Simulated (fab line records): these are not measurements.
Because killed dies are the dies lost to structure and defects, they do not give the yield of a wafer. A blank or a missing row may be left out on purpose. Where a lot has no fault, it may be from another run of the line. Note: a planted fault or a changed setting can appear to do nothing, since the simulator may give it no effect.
Which of the tools did it?	flow n5_finfet	24 lots, 72 wafers sampled, at 2 steps of a route of 1938

WHAT THE GAUGES SHOWED, per wafer
N5_BEOL_M2_OCD_MEAS_38. Usual: trench_depth_nm at 54.5 nm, with a standard deviation of 1.4.
lot	measured	on	trench_depth_nm (nm)	flag
L075	day 8 00:18	ocd-01	54.3 55.3 53.9	
L074	day 8 00:59	ocd-02	54.3 55.4 54.9	
L077	day 8 04:02	ocd-01	54.5 53.2 55.1	
L078	day 8 04:03	ocd-02	55.5 52.3 54.8	
L076	day 8 12:55	ocd-02	57.2 53.7 57.3	
L079	day 8 13:06	ocd-01	55.5 54.8 53.8	
L080	day 8 20:49	ocd-01	55.7 55.0 55.4	
L081	day 9 01:14	ocd-02	53.5 54.2 52.5	
L082	day 9 06:47	ocd-02	57.1 57.6 57.1	
L083	day 9 10:02	ocd-02	52.4 57.4 56.3	
L084	day 9 22:20	ocd-02	52.3 56.6 56.2	
L085	day 10 03:05	ocd-01	53.2 52.8 55.9	
L086	day 10 03:58	ocd-02	54.2 53.0 54.8	
L087	day 10 11:49	ocd-02	56.6 53.1 56.3	
L088	day 10 23:04	ocd-01	54.1 53.3 54.2	
L089	day 11 03:15	ocd-02	52.9 54.2 55.0	
L090	day 11 08:25	ocd-01	53.4 52.4 54.0	
L091	day 11 16:24	ocd-01	56.0 54.6 53.8	
L093	day 12 07:11	ocd-02	55.3 53.5 53.5	
L092	day 12 09:01	ocd-01	55.1 54.5 55.0	
L094	day 12 09:55	ocd-02	54.5 53.8 53.7	
L096	day 12 15:30	ocd-01	52.7 56.3 56.3	
L095	day 12 20:37	ocd-02	51.7 54.5 56.5	
L097	day 12 23:28	ocd-02	57.1 53.9 54.2	

N5_BEOL_M2_CD_MEAS_35: target cd 18 nm, target cd y 22.2 nm. Usual: cd_nm at 17.8 nm, with a standard deviation of 0.33.
lot	measured	on	cd_nm (nm)	flag
L075	day 8 00:28	cd_sem-01	17.8 17.8 17.3	
L074	day 8 01:10	cd_sem-01	17.6 17.8 18.0	
L077	day 8 04:12	cd_sem-03	17.8 18.3 18.3	
L078	day 8 04:12	cd_sem-01	18.0 17.5 17.5	
L076	day 8 13:04	cd_sem-01	18.0 17.7 18.0	
L079	day 8 13:16	cd_sem-03	18.1 18.2 17.6	
L080	day 8 20:58	cd_sem-03	17.6 17.6 17.3	
L081	day 9 01:23	cd_sem-01	17.6 17.2 18.1	
L082	day 9 06:56	cd_sem-03	17.9 17.9 18.1	
L083	day 9 10:11	cd_sem-03	18.1 18.6 17.8	
L084	day 9 22:29	cd_sem-03	17.9 17.9 18.0	
L085	day 10 03:14	cd_sem-01	17.7 17.5 17.4	
L086	day 10 04:08	cd_sem-02	18.2 18.2 18.2	
L087	day 10 11:58	cd_sem-03	17.1 17.2 17.7	
L088	day 10 23:13	cd_sem-02	17.9 17.7 17.5	
L089	day 11 03:25	cd_sem-01	18.0 17.4 17.7	
L090	day 11 08:34	cd_sem-01	17.8 17.7 18.2	
L091	day 11 16:34	cd_sem-03	17.8 18.0 17.8	
L093	day 12 07:20	cd_sem-02	18.1 17.6 18.1	
L092	day 12 09:11	cd_sem-01	18.0 17.6 17.7	
L094	day 12 10:04	cd_sem-02	17.5 17.3 18.3	
L096	day 12 15:40	cd_sem-02	18.2 18.3 18.0	
L095	day 12 20:46	cd_sem-01	17.8 18.3 18.2	
L097	day 12 23:38	cd_sem-01	17.8 18.1 17.4	

EACH LOT AND THE TOOL THAT RAN IT (in order: tool; ch and the chambers of the sampled wafers; start)
Before these readings, the record contains no process step.

AS READ BY THE TOOLS THEMSELVES (means over the sampled wafers that have a number; for cases with no such wafer, the mark the record gives instead)
The record holds no such reading with a usual standard deviation.

THE ANSWER, worked out from the rows above alone
Rule: a lot is off if the mean of its wafers that have a number lies more than 3 standard deviations from the usual mean. Also off: a lot with no number at a reading for which 4 or more lots have one. All remaining lots with rows at the step are treated as sound. After the gauges, taken in route order, come the tools' own readings; for these a lot's mean is taken, as printed above. At the first step where some lot is off, the reading lying furthest off is the one used; lots without a number count as furthest.
None of the lots is off at any reading shown; this tells nothing.

WHAT THE SIMULATOR HAD INSERTED
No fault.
